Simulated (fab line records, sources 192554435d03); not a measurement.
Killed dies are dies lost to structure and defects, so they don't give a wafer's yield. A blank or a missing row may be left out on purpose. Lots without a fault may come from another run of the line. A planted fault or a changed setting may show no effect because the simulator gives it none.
Chamber matching | flow n5_finfet | N5_BEOL_M4_STRIP_66 on rie_diel-06: 4 sister chambers
The step strips in CF4. 16 wafers are shown with their chamber, then 8 later ones without.

WAFERS WITH THEIR CHAMBER
wafer  | chamber | drypump_motor_current_A (A) | showerhead_plenum_p_Torr (Torr) | throttle_valve_pct (%)
L075.1 | 2       | 5.3                         | 1.70                            | 13.76
L075.2 | 0       | 6.0                         | 1.81                            | 13.76
L075.3 | 3       | 5.9                         | 1.75                            | 14.15
L075.4 | 0       | 6.0                         | 1.81                            | 13.78
L075.5 | 2       | 5.3                         | 1.70                            | 13.75
L075.6 | 3       | 5.9                         | 1.76                            | 14.16
L074.2 | 2       | 5.3                         | 1.70                            | 13.76
L074.3 | 0       | 5.9                         | 1.81                            | 13.75
L074.4 | 0       | 5.9                         | 1.81                            | 13.77
L078.1 | 0       | 5.9                         | 1.81                            | 13.79
L078.3 | 2       | 5.3                         | 1.69                            | 13.78
L078.6 | 2       | 5.3                         | 1.69                            | 13.78
L080.1 | 3       | 5.9                         | 1.75                            | 14.18
L080.4 | 2       | 5.3                         | 1.69                            | 13.80
L080.5 | 0       | 6.0                         | 1.81                            | 13.80
L084.3 | 1       | 6.1                         | 1.85                            | 13.99

SIGNATURES (means of the wafers above)
reading                  | chamber 0 | chamber 1 | chamber 2 | chamber 3 | scatter within a chamber
drypump_motor_current_A  | 5.950     | 6.100     | 5.300     | 5.900     | 0.0354
showerhead_plenum_p_Torr | 1.8100    | 1.8500    | 1.6950    | 1.7533    | 0.00425
throttle_valve_pct       | 13.7750   | 13.9900   | 13.7717   | 14.1633   | 0.018
Rule: a wafer's distance from a chamber is the root of the sum, over the readings, of the square of ((its reading less the chamber's mean) divided by the reading's scatter). The wafer belongs to the nearest chamber; if the next one is less than 2 further off, it can't be placed. The scatter: the root of (the sum of the squares of (reading less its chamber's mean) over the shown wafers, divided by (wafers less chambers)).

WAFERS WITHOUT THEIR CHAMBER
wafer  | drypump_motor_current_A (A) | showerhead_plenum_p_Torr (Torr) | throttle_valve_pct (%)
L084.4 | 5.9                         | 1.75                            | 14.20
L084.5 | 5.3                         | 1.69                            | 13.80
L085.2 | 6.1                         | 1.84                            | 14.01
L085.3 | 5.3                         | 1.69                            | 13.82
L085.6 | 5.3                         | 1.69                            | 13.82
L092.2 | 5.3                         | 1.69                            | 13.85
L092.4 | 5.9                         | 1.74                            | 13.63
L092.6 | 5.9                         | 1.80                            | 13.19

WHICH CHAMBER EACH WENT THROUGH
wafer  | from the rows above | in truth
L084.4 | 3                   | 3
L084.5 | 2                   | 2
L085.2 | 1                   | 1
L085.3 | 2                   | 2
L085.6 | 2                   | 2
L092.2 | 2                   | 2
L092.4 | 0                   | 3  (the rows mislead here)
L092.6 | 0                   | 0
Placed correctly: 7 of 8. Can't be placed from these rows: 0. Placed wrongly: 1.
